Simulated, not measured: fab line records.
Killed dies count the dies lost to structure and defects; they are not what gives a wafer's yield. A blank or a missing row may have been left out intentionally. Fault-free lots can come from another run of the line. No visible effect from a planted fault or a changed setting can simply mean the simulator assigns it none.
fab line records	flow n5_finfet
record lots=5	wafers=15	last_day=16
route steps=1938 shown BEOL_M0@741 BEOL_M1@751 BEOL_M4@1111 PASSIVATION@1936
lots untouched by any fault: they come from a run of this same line in which no faults occurred
start_h: start of the lot's first displayed wafer, in hours after the record's first day	wait_h: hours elapsed since this lot's preceding step	" repeats the value in the row above	L1.1+2: several wafers, shown together as one row	- value missing, or start not given	* or withheld: withheld	< > ~ a bound
route shown NAME@n: names a module that has steps shown in the file, with the first one's number in the route	usual: the fault-free wafers' mean and standard deviation	same: alike in all rows	chamber/n: place in a boat	sites: readings site by site	_std_site: standard deviation of those values	_edge_site: outer sites' mean less inner sites'	radius_mm: for every site, how far away it sits from the centre of the wafer	mask NAME#n: copy n	behind: the tool/chamber that last shaped the wafer	hold: what put the lot on hold/how long, in hours/how the hold closed	device: names the non-switching transistor (n, p or np)	end of line: the tests these same wafers got at the end of their route	where a step has no rows: the recipe by itself	killed: not the wafer's yield, but the dies lost to structure and defects at the first sort	map: a wafer's dies, x killed, . not, _ none there
set.NAME: the setting that was run; set.NAME@STEP: the one run at that earlier step	model.NAME: the simulator's own value behind a step, which no gauge read
a table for each step, a row for each wafer; lots at some steps of the route
services: a tool's chamber out of use, with start hour (start_h, from the record's first day; less than 0 if before it), hours out, and reason
## steps
# step N5_BEOL_M0_ECD_118
# recipe material=Cu	target_thk_a=3000
# step N5_BEOL_M0_ANNEAL_119
# recipe temp_c=225	time_s=90	ambient=N2
# usual wafer_temp_C_max=226.5/0.72
lot.wafer	tool	chamber	start_h	wait_h	wafer_temp_C_max
L901.1	rtp_anneal-01	0	139.35	0.1	225.9
L901.2	"	0	"	"	225.5
L901.5	"	0	"	"	225.7
L913.1	rtp_anneal-01	0	207.08	0.1	225.3
L913.2	"	0	"	"	225.6
L913.4	"	0	"	"	225.6
L914.1	rtp_anneal-02	0	215.06	0.1	227.3
L914.3	"	0	"	"	227.8
L914.4	"	0	"	"	226.9
L915.1	rtp_anneal-01	0	221.92	0.1	225.6
L915.3	"	0	"	"	225.4
L915.4	"	0	"	"	225.4
L916.2	rtp_anneal-02	0	230.24	0.2	226.9
L916.3	"	0	"	"	226.8
L916.5	"	0	"	"	227.7
# step N5_BEOL_M0_CMP_120
# recipe stop_on=SiOC	t_overpolish_s=6.9	down_force_psi=1	platen_rpm=50	clearing_platen_down_force_psi=1.5	clearing_platen_rpm=50	post_cmp_clean=cu_alkaline	clearing_platen_pad_velocity_m_s=0.99484	pad_velocity_m_s=0.99484
# usual barrier_field_endpoint_s=3.66/0.095	motor_current_A=6.4/0.72	overpolish_run_s=6.900/0.0095	slurry_filter_dp_kPa=13.47/0.13	slurry_flow_ml_min=150.0/0.53	time_to_endpoint_s=62.4/1.9
lot.wafer	tool	chamber	start_h	wait_h	barrier_field_endpoint_s	motor_current_A	overpolish_run_s	slurry_filter_dp_kPa	slurry_flow_ml_min	time_to_endpoint_s
L901.1	cmp-02	3	139.65	0.3	3.69	8.0	6.899	13.65	150.1	61.3
L901.2	"	2	"	"	3.64	6.2	6.901	13.50	150.4	60.5
L901.5	"	0	"	"	3.67	6.8	6.911	13.54	150.1	59.4
L913.4	cmp-01	3	207.37	0.1	3.81	6.3	6.893	13.50	150.3	58.6
L913.1	"	1	"	"	3.73	6.9	6.900	13.35	149.7	58.8
L913.2	"	2	"	"	3.71	5.3	6.892	13.54	149.6	58.8
L914.4	cmp-02	0	215.39	0.2	3.82	7.0	6.901	13.51	150.2	63.5
L914.1	"	1	"	"	3.56	6.1	6.892	13.44	150.6	63.6
L914.3	"	2	"	"	3.78	6.3	6.910	13.62	150.4	64.3
L915.1	cmp-01	2	222.22	0.3	3.78	5.4	6.901	13.31	150.0	58.9
L915.3	"	3	"	"	3.63	6.0	6.909	13.24	151.0	62.5
L915.4	"	0	"	"	3.65	5.9	6.904	13.40	150.0	59.2
L916.2	cmp-04	3	231.30	1.0	3.91	5.9	6.896	13.43	150.2	64.9
L916.3	"	1	"	"	3.72	6.3	6.896	13.32	150.0	64.6
L916.5	"	3	"	"	3.64	6.3	6.887	13.67	149.5	63.6
# step N5_BEOL_M0_PRE_CLEAN_131
# recipe gas=NH3/H2	time_s=15	temp_c=*	rf_power_w=300
# step N5_BEOL_M0_CO_CAP_123
# recipe material=Co	target_thk_a=20	temp_c=200	precursor=CCTBA/H2	pressure_torr=30	time_s=102.1
# step N5_BEOL_M0_PRE_CLEAN_124
# recipe gas=NH3	time_s=15	temp_c=withheld	rf_power_w=300
# step N5_BEOL_M0_DEP_125
# recipe material=SiCN	target_thk_a=80	temp_c=withheld	precursor=3MS/NH3	pressure_torr=3	rf_w=202	time_s=14
# usual showerhead_plenum_p_Torr=3.669/0.014	throttle_valve_pct=9.01/0.27
lot.wafer	tool	chamber	start_h	wait_h	showerhead_plenum_p_Torr	throttle_valve_pct
L901.1	pecvd-03	2	140.14	0.0	3.681	8.68
L901.2	"	1	"	"	3.673	9.05
L901.5	"	0	"	"	3.645	9.32
L913.1	pecvd-04	0	207.87	0.0	3.670	9.08
L913.2	"	1	"	"	3.664	9.56
L913.4	"	1	"	"	3.665	9.09
L914.1	pecvd-02	0	215.84	0.0	3.682	8.64
L914.3	"	2	"	"	3.675	9.22
L914.4	"	2	"	"	3.674	9.02
L915.1	pecvd-03	2	222.71	0.0	3.687	8.72
L915.3	"	1	"	"	3.678	8.85
L915.4	"	0	"	"	3.644	9.38
L916.2	pecvd-03	0	231.75	0.0	3.648	9.63
L916.3	"	2	"	"	3.686	8.53
L916.5	"	1	"	"	3.659	9.08
# step N5_BEOL_M0_RS_MEAS_126
# recipe thk_meas_gauge=four-point-probe	reads=Co_of_BEOL_M0_CO_CAP_123+Cu_of_BEOL_M0_ECD_118+Co_of_BEOL_M0_CVD_115+TaN_of_BEOL_M0_ALD_136
# usual M0_RS=0.532/0.017
lot.wafer	tool	chamber	start_h	wait_h	M0_RS[ohm/sq]
L901.1	film_metro-01	-	140.21	0.0	0.556
L901.2	"	-	"	"	0.539
L901.5	"	-	"	"	0.554
L913.1	film_metro-01	-	207.97	0.1	0.541
L913.2	"	-	"	"	0.552
L913.4	"	-	"	"	0.530
L914.1	film_metro-01	-	215.91	0.0	0.508
L914.3	"	-	"	"	0.516
L914.4	"	-	"	"	0.496
L915.1	film_metro-02	-	222.79	0.1	0.549
L915.3	"	-	"	"	0.542
L915.4	"	-	"	"	0.518
L916.2	film_metro-02	-	231.82	0.1	0.541
L916.3	"	-	"	"	0.521
L916.5	"	-	"	"	0.508
# step N5_BEOL_M0_INSPECT_127
# recipe inspect_instrument=darkfield	mode=post_dep
# usual raw_defect_count=70/25
lot.wafer	tool	chamber	start_h	wait_h	raw_defect_count
L901.1	defect_inspect-01	-	140.23	0.0	48
L901.2	"	-	"	"	48
L901.5	"	-	"	"	39
L913.1	defect_inspect-01	-	208.00	0.0	85
L913.2	"	-	"	"	71
L913.4	"	-	"	"	62
L914.1	defect_inspect-01	-	215.94	0.0	43
L914.3	"	-	"	"	43
L914.4	"	-	"	"	39
L915.1	defect_inspect-01	-	222.81	0.0	41
L915.3	"	-	"	"	47
L915.4	"	-	"	"	64
L916.2	defect_inspect-02	-	231.85	0.0	91
L916.3	"	-	"	"	100
L916.5	"	-	"	"	63
# step N5_BEOL_M1_ILD_DEP_00
# recipe material=SiOC	target_thk_a=790	temp_c=350	precursor=DEMS/O2	pressure_torr=5	rf_w=500	time_s=15.3
# usual heater_power_w=527/51	showerhead_plenum_p_Torr=5.696/0.015	throttle_valve_pct=11.8/0.43
lot.wafer	tool	chamber	start_h	wait_h	heater_power_w	showerhead_plenum_p_Torr	throttle_valve_pct
L901.1	pecvd-02	0	140.27	0.0	547	5.704	11.9
L901.2	"	2	"	"	604	5.718	12.0
L901.5	"	0	"	"	551	5.706	11.9
L913.1	pecvd-01	2	208.03	0.0	483	5.691	10.7
L913.2	"	1	"	"	614	5.695	11.8
L913.4	"	2	"	"	495	5.707	10.9
L914.1	pecvd-03	0	215.97	0.0	461	5.674	12.4
L914.3	"	2	"	"	552	5.726	11.5
L914.4	"	0	"	"	449	5.693	12.6
L915.1	pecvd-01	0	222.85	0.0	565	5.698	11.8
L915.3	"	1	"	"	563	5.686	11.6
L915.4	"	0	"	"	552	5.700	11.6
L916.2	pecvd-02	1	231.89	0.0	497	5.680	11.7
L916.3	"	2	"	"	593	5.718	12.4
L916.5	"	1	"	"	518	5.696	11.7
# step N5_BEOL_M1_THK_MEAS_01
# recipe reads=SiOC_of_BEOL_M1_ILD_DEP_00
# usual M1_ILD_THK=78.8/1
lot.wafer	tool	chamber	start_h	wait_h	M1_ILD_THK[nm]
L901.1	film_metro-02	-	140.34	0.0	78.6
L901.2	"	-	"	"	77.6
L901.5	"	-	"	"	79.9
L913.1	film_metro-02	-	208.10	0.0	79.0
L913.2	"	-	"	"	78.9
L913.4	"	-	"	"	79.4
L914.1	film_metro-02	-	216.04	0.0	77.8
L914.3	"	-	"	"	76.8
L914.4	"	-	"	"	77.8
L915.1	film_metro-02	-	222.92	0.0	77.3
L915.3	"	-	"	"	76.7
L915.4	"	-	"	"	78.3
L916.2	film_metro-02	-	231.95	0.1	78.0
L916.3	"	-	"	"	78.3
L916.5	"	-	"	"	79.5
# step N5_BEOL_M1_PECVD_72
# recipe material=SiO2	target_thk_a=160	temp_c=400	precursor=TEOS/O2	pressure_torr=5.5	rf_w=450	teos_flow_sccm=53.8	gas=O2	flow_sccm=3000	time_s=18
# usual heater_power_w=772/68	showerhead_plenum_p_Torr=8.79/0.056	throttle_valve_pct=22.1/0.69
lot.wafer	tool	chamber	start_h	wait_h	heater_power_w	showerhead_plenum_p_Torr	throttle_valve_pct
L901.1	pecvd-03	2	140.37	0.0	808	8.89	21.9
L901.2	"	1	"	"	686	8.81	22.1
L901.5	"	0	"	"	708	8.70	23.4
L913.1	pecvd-02	1	208.14	0.0	761	8.75	21.9
L913.2	"	2	"	"	758	8.86	23.1
L913.4	"	0	"	"	779	8.87	21.8
L914.1	pecvd-01	1	216.08	0.0	822	8.73	22.2
L914.3	"	2	"	"	863	8.76	20.7
L914.4	"	0	"	"	858	8.78	22.1
L915.1	pecvd-03	1	222.95	0.0	693	8.79	22.3
L915.3	"	2	"	"	783	8.90	21.7
L915.4	"	1	"	"	712	8.80	22.0
L916.2	pecvd-03	1	231.99	0.0	689	8.79	22.1
L916.3	"	0	"	"	671	8.68	23.5
L916.5	"	2	"	"	833	8.90	22.0
# step N5_BEOL_M1_HM_DEP_02
# recipe material=TiN	target_thk_a=200	temp_c=25	chamber_pressure_pa=0.49996
# step N5_BEOL_M1_COAT_61
# recipe resist=SOC	temp_c=250	time_s=60	spin_rpm=1500	resist_thk_nm=60
# step N5_BEOL_M1_COAT_62
# recipe resist=SiARC	temp_c=220	time_s=60	spin_rpm=1500	resist_thk_nm=12
# step N5_BEOL_M1_COAT_73
# recipe resist=underlayer	temp_c=205	time_s=60	spin_rpm=1500	resist_thk_nm=5
# step N5_BEOL_M1_COAT_05
# recipe resist=CAR-EUV	spin_rpm=1500	resist_thk_nm=30
# step N5_BEOL_M1_EBR_07
# recipe solvent=PGMEA	ebr_width_mm=1.5
# step N5_BEOL_M1_SOFTBAKE_06
# recipe temp_c=110	time_s=60	resist=CAR-EUV
# step N5_BEOL_M1_EXPOSE_08
# recipe mask_id=M1	na=0.33	source_shape=dipole	sigma_inner=0.369	sigma_outer=0.767	polarization=unpolarized	dose_mj=33
# step N5_BEOL_M1_PEB_09
# recipe peb_temp_c=100	peb_time_s=60	resist=CAR-EUV
# step N5_BEOL_M1_DEVELOP_10
# recipe develop_time_s=30	developer=TMAH	resist=CAR-EUV	rinse_liquid=surfactant_rinse	dry=air_spin	dev_temp_c=23
# step N5_BEOL_M1_CD_MEAS_11
# recipe target_cd_nm=17.05	landing_energy_ev=500	detector=se_inlens	polarity=opening
# usual cd_nm=17.12/0.24
lot.wafer	tool	chamber	start_h	wait_h	cd_nm
L901.1	cd_sem-02	0	141.58	-	16.94
L901.2	"	0	"	"	17.43
L901.5	"	0	"	"	16.92
L913.1	cd_sem-01	0	209.14	-	17.46
L913.2	"	0	"	"	17.19
L913.4	"	0	"	"	17.45
L914.1	cd_sem-03	0	217.45	-	17.32
L914.3	"	0	"	"	17.24
L914.4	"	0	"	"	17.31
L915.1	cd_sem-03	0	223.73	-	17.01
L915.3	"	0	"	"	16.69
L915.4	"	0	"	"	17.30
L916.2	cd_sem-03	0	232.92	-	16.83
L916.3	"	0	"	"	17.24
L916.5	"	0	"	"	17.45
# step N5_BEOL_M1_OVL_MEAS_12
# recipe points_per_wafer=522
# usual M1_OVL=-0.1/0.73
lot.wafer	tool	chamber	start_h	wait_h	M1_OVL[nm]
L901.1	overlay-02	0	141.61	0.0	1.1
L901.2	"	0	"	"	0.0
L901.5	"	0	"	"	-0.2
L913.1	overlay-01	0	209.17	0.0	-0.9
L913.2	"	0	"	"	-0.3
L913.4	"	0	"	"	-1.1
L914.1	overlay-01	0	217.48	0.0	1.5
L914.3	"	0	"	"	-0.3
L914.4	"	0	"	"	0.5
L915.1	overlay-02	0	223.76	0.0	-1.0
L915.3	"	0	"	"	-1.2
L915.4	"	0	"	"	-0.9
L916.2	overlay-02	0	232.96	0.0	0.1
L916.3	"	0	"	"	-0.9
L916.5	"	0	"	"	0.4
# step N5_BEOL_M1_INSPECT_13
# recipe mode=adi	inspect_instrument=brightfield
# usual raw_defect_count=373/77
lot.wafer	tool	chamber	start_h	wait_h	raw_defect_count
L901.1	defect_inspect-02	-	141.67	0.1	316
L901.2	"	-	"	"	409
L901.5	"	-	"	"	398
L913.1	defect_inspect-02	-	209.22	0.1	469
L913.2	"	-	"	"	440
L913.4	"	-	"	"	354
L914.1	defect_inspect-02	-	217.53	0.1	250
L914.3	"	-	"	"	1638
L914.4	"	-	"	"	281
L915.1	defect_inspect-02	-	223.81	0.1	435
L915.3	"	-	"	"	459
L915.4	"	-	"	"	584
L916.2	defect_inspect-01	-	233.01	0.0	323
L916.3	"	-	"	"	332
L916.5	"	-	"	"	386
# step N5_BEOL_M1_DESCUM_16
# recipe chemistry=O2	time_s=7	source_power_w=50	bias_power_w=20	pressure_mtorr=20	rf_frequency_hz=2.712e+07	temp_c=40	resist=CAR-EUV	o2_flow_sccm=225
# usual drypump_motor_current_A=5.7/0.37	o2_flow_sccm=224.9/0.66	oes_product_au=0.80/0.074	rf_vpp_V=243.3/1.1	showerhead_plenum_p_Torr=2.10/0.045	throttle_valve_pct=20.4/0.3
lot.wafer	tool	chamber	start_h	wait_h	drypump_motor_current_A	o2_flow_sccm	oes_product_au	rf_hours_counter_h	rf_vpp_V	showerhead_plenum_p_Torr	throttle_valve_pct
L901.1	rie_diel-05	1	141.70	0.0	6.2	225.4	0.82	86	242.9	2.12	20.8
L901.2	"	3	"	"	5.4	224.1	0.75	162	244.1	2.09	20.9
L901.5	"	1	"	"	6.3	225.1	0.82	-	243.9	2.12	20.8
L913.1	rie_diel-03	0	209.26	0.0	6.2	224.0	0.78	132	242.1	2.01	20.1
L913.2	"	1	"	"	6.1	225.9	0.74	162	245.0	2.18	20.4
L913.4	"	2	"	"	5.4	225.4	0.73	154	243.5	2.09	20.4
L914.1	rie_diel-03	0	217.72	0.2	6.2	225.0	0.78	134	240.9	2.01	20.1
L914.3	"	2	"	"	5.5	226.0	0.73	156	242.7	2.09	20.4
L914.4	"	3	"	"	6.2	224.3	0.89	46	244.0	2.14	20.3
L915.1	rie_diel-05	0	223.85	0.0	5.7	224.7	0.69	240	243.0	2.07	20.9
L915.3	"	1	"	"	6.3	224.6	0.79	110	243.6	2.11	20.8
L915.4	"	3	"	"	5.4	225.3	0.74	184	243.2	2.08	20.9
L916.2	rie_diel-03	1	233.04	0.0	6.2	225.5	0.74	167	243.9	2.18	20.4
L916.3	"	0	"	"	6.2	224.4	0.77	138	240.8	2.01	20.1
L916.5	"	2	"	"	5.4	223.9	0.74	-	242.7	2.09	20.4
# step N5_BEOL_M4_RC_MEAS_101
# usual DIBL_N=36.4/1.4	DIBL_P=36.3/1.5	IOFF_N=0.162/0.023	IOFF_P=0.211/0.027	ION_N=676/9.7	ION_P=463/6.4	SS_N=71.5/0.5	SS_P=73.3/0.6	VT_N=249.3/2.5	VT_P=-249.9/2.8
lot.wafer	tool	chamber	start_h	wait_h	DIBL_N[mV/V]	DIBL_P[mV/V]	IOFF_N[nA/um]	IOFF_P[nA/um]	ION_N[uA/um]	ION_P[uA/um]	SS_N[mV/dec]	SS_P[mV/dec]	VT_N[mV]	VT_P[mV]
L901.1	prober-02	0	180.25	0.0	35.9	36.2	0.145	0.226	657	459	71.1	73.8	253.4	-247.8
L901.2	"	0	"	"	36.6	36.9	0.161	0.233	655	459	72.0	74.0	253.2	-247.2
L901.5	"	0	"	"	36.7	37.5	0.160	0.244	652	459	72.3	73.8	251.0	-248.2
L913.1	prober-01	0	254.61	0.0	35.5	35.9	0.159	0.230	678	470	71.0	72.8	247.9	-248.4
L913.2	"	0	"	"	35.6	36.2	0.166	0.223	672	463	71.5	73.6	245.4	-248.1
L913.4	"	0	"	"	37.2	37.9	0.198	0.248	681	468	71.7	73.7	246.3	-249.4
L915.1	prober-02	0	262.61	0.0	35.9	36.8	0.143	0.198	666	455	71.4	73.4	252.8	-253.1
L915.3	"	0	"	"	35.8	35.1	0.135	0.181	669	455	70.7	73.1	252.3	-253.9
L915.4	"	0	"	"	33.5	33.3	0.108	0.151	669	456	70.8	72.1	255.3	-254.6
L916.2	prober-02	0	270.14	0.2	37.7	36.6	0.174	0.224	683	466	72.3	72.8	246.8	-248.4
L916.3	"	0	"	"	37.6	35.9	0.173	0.201	685	464	72.2	73.2	249.2	-250.6
L916.5	"	0	"	"	37.8	35.6	0.172	0.194	679	463	72.1	73.3	250.7	-254.4
L914.1	prober-02	0	271.91	0.0	38.6	38.0	0.176	0.249	680	474	71.5	73.5	247.9	-247.0
L914.3	"	0	"	"	38.8	38.8	0.188	0.260	689	470	72.0	73.4	244.4	-246.2
L914.4	"	0	"	"	38.8	38.2	0.177	0.236	674	463	72.0	73.6	246.5	-247.9
# step N5_PASSIVATION_PROBE_49
# usual defect_limited_yield=91.3/1.3	killed_at_M0_to_M3=33/8.9	killed_at_M4_up=15/5.4	killed_at_contacts=13/5.8	killed_at_front_end=39/9.9	killed_at_other=3.2/2.9	killed_dies=102/15	killed_on_rim=13/3.7	killed_open=68/12	killed_short=34/7.6	sort_bin_5_function=5.1/0.89	sort_bin_6_memory=3.2/0.63	sort_n_pass=1078/15	sort_yield_pct=91.3/1.3
# same gross_dies=1180	killed_at_back_side=0	sort_bin_4_leakage[%]=0	sort_bin_8_speed[%]=0
lot.wafer	tool	chamber	start_h	wait_h	defect_limited_yield[%]	killed_at_M0_to_M3	killed_at_M4_up	killed_at_contacts	killed_at_front_end	killed_at_other	killed_dies	killed_on_rim	killed_open	killed_short	sort_bin_5_function[%]	sort_bin_6_memory[%]	sort_n_pass	sort_yield_pct[%]
L914.3	prober-02	-	374.17	0.1	80.8	154	12	10	49	2	227	35	65	36	11.5	3.7	953	80.8
# killed by level:class
L914.3 BEOL_M1:unspecified=125 STI_FIN_REVEAL:geometric_particle:open=17 BEOL_M0_SAQP:geometric_particle:short=12 FIN_SAQP:geometric_particle:open=9 FIN_SAQP:geometric_particle:short=6 DUMMY_GATE:geometric_particle:open=6 MOL_CONTACT_COAG:geometric_particle:open=6 BEOL_M0_SAQP:geometric_particle:open=6
# map L914.3 (x killed, . not)
_________________............________________
______________..x...xx......x..._____________
___________....x..x..............x.__________
__________.............x..x........._________
________..............x.....x......x.._______
_______....x.........x...x........x....______
______.................x......x........._____
_____...............x.....x..xx..........____
____...........x...........x...x...x......___
___......x..x....x........x.......x........__
___...x............x.......................__
__....x..x.....x..................x....x...._
__.....x..........x.........x.......x......._
_...........................................x
_...............x..............x........x...x
_...x.............................x.......x..
_.......................x...xx.....xx.....x..
_.....x..............x................x......
_....xx.xx.x...................x............x
_...................................x........
_.x........................x.......x.........
__.........x..x..x.......x................xx_
__..x..........x.xx........................._
___..........xxxxxx...................x....__
___x......xxxxxxxxx.x.x....................__
____.....xxxxxxxxxxxx........xx...........___
_____x...xxxxxxxxxxxxxxx............x....____
______xx.xxxxxxxxxxxxxx....x.xx........._____
_______xxxxxxxxxxxxxxxx........x..x.x..______
________xxxxxxxxxxxxxxxxx.x..........._______
__________xxxxxxxxxxxxx..x.........._________
___________xxxxxxxx.xx.x.x.......x.__________
______________xxxxxxx...x....x.._____________
_________________xxxx.x......________________
# map L916.2 (x killed, . not)
_________________...x..x..x..________________
______________.................._____________
___________...x......x.............__________
__________....................x....._________
________x.....x......x.........x.xx..._______
_______.................xx..x..........______
______.............x...................._____
_____......................x..x.x........____
____......................................___
___...........x.......xx...x...............__
___..x..x............x.....................__
__................x.........x........x......_
__x.................x.x.......x..x...x..x..._
_......x....x......xx...x..................x.
_....x..........................x...xx.....x.
_...........x..xx......x..x.......x.....x....
_x..x..............x..........x...x........x.
_...........xx...x.....x....x.....x....x.....
_..x...x............x........................
_..x...x.....x...................x......x....
_....x......x...............x................
__...........................x....x...x....._
__.....................x...x................_
___...........x.......x.x..................__
___...x.......x..x.x..........x.......xx..x__
____..........x............x.......x......___
_____....x.......xxx.........x.x.........____
______x.x.....x..........x.............._____
_______.x.....x........................______
________....................x........._______
__________..xx..x......x.........x.._________
___________......x.x..........x.x..__________
______________...x....x........._____________
_________________......x...xx________________
## services
tool	chamber	start_h	hours	kind
cmp-01	-	129.65	4.0	pm
pecvd-01	-	130.28	0.3	repair
cmp-01	-	133.65	-	consumable_replace:conditioner
cmp-01	-	133.65	-	consumable_replace:pad
cmp-01	-	137.34	3.7	repair
cmp-02	-	144.15	2.5	repair
cmp-04	-	145.72	5.4	pm
pecvd-02	0	152.39	2.1	scheduled_down
cmp-04	-	153.98	1.3	repair
cmp-02	-	156.20	0.8	repair
pecvd-02	2	157.97	5.5	scheduled_down
cmp-01	-	167.41	5.2	pm
pecvd-03	0	170.64	5.5	scheduled_down
pecvd-04	2	172.95	2.1	scheduled_down
cmp-01	-	173.97	1.1	repair
pecvd-03	2	176.33	5.5	scheduled_down
pecvd-03	-	181.09	1.8	repair
pecvd-03	-	199.99	14.6	pm
cmp-04	-	213.26	4.0	pm
cmp-04	-	218.03	3.4	repair
cmp-02	-	226.81	4.0	pm
cmp-02	-	230.81	-	consumable_replace:conditioner
cmp-02	-	230.81	-	consumable_replace:pad
cmp-02	-	232.15	6.3	pm
## key
first_sign step=N5_BEOL_M1_INSPECT_13	reading=raw_defect_count	direction=up	sigmas=17	usual=373	struck=1638
effect step=N5_PASSIVATION_PROBE_49	reading=killed_at_M0_to_M3	direction=up	sigmas=14	usual=33	struck=154
more_kills_born_at N5_BEOL_M1_PECVD_72@pecvd-01=125
met_at N5_BEOL_M1_PECVD_72
struck_wafers L914.3
fault kind=chamber_particle_source	tool=pecvd-01	chamber=2	onset_h=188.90	steps=N5_BEOL_M1_PECVD_72	rate_per_visit_cm2=1.9644	end_h=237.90
